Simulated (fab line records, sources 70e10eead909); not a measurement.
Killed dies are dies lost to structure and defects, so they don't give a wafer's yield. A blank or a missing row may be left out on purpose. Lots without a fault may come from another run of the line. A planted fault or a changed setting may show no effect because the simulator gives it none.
Chamber matching | flow nand_harc | NHARC_A_M1_PRE_CLEAN_32 on pecvd-04: 3 sister chambers
The step time 12 s. 14 wafers are shown with their chamber, then 7 later ones without.

WAFERS WITH THEIR CHAMBER
wafer  | chamber | heater_power_w (W)
L077.1 | 0       | 632
L077.2 | 2       | 542
L077.5 | 1       | 697
L078.1 | 0       | 575
L078.3 | 1       | 770
L078.5 | 2       | 584
L082.1 | 0       | 587
L082.2 | 1       | 759
L082.5 | 0       | 609
L082.3 | 2       | 552
L082.4 | 1       | 750
L082.6 | 2       | 556
L083.3 | 1       | 712
L083.4 | 2       | 585

SIGNATURES (means of the wafers above)
reading        | chamber 0 | chamber 1 | chamber 2 | scatter within a chamber
heater_power_w | 600.75    | 737.60    | 563.80    | 25.9
Rule: a wafer's distance from a chamber is the root of the sum, over the readings, of the square of ((its reading less the chamber's mean) divided by the reading's scatter). The wafer belongs to the nearest chamber; if the next one is less than 2 further off, it can't be placed. The scatter: the root of (the sum of the squares of (reading less its chamber's mean) over the shown wafers, divided by (wafers less chambers)).

WAFERS WITHOUT THEIR CHAMBER
wafer  | heater_power_w (W)
L083.6 | 558
L091.2 | 648
L091.3 | 695
L091.4 | 635
L092.3 | 582
L092.4 | 697
L092.6 | 592

WHICH CHAMBER EACH WENT THROUGH
wafer  | from the rows above          | in truth
L083.6 | can't be placed: 2 or 0      | 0
L091.2 | can't be placed: 0 or 2 or 1 | 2
L091.3 | can't be placed: 1 or 0      | 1
L091.4 | can't be placed: 0 or 2      | 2
L092.3 | can't be placed: 2 or 0      | 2
L092.4 | 1                            | 1
L092.6 | can't be placed: 0 or 2      | 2
Placed correctly: 1 of 7. Can't be placed from these rows: 6 (the true chamber is among the candidates in 6). Placed wrongly: 0.
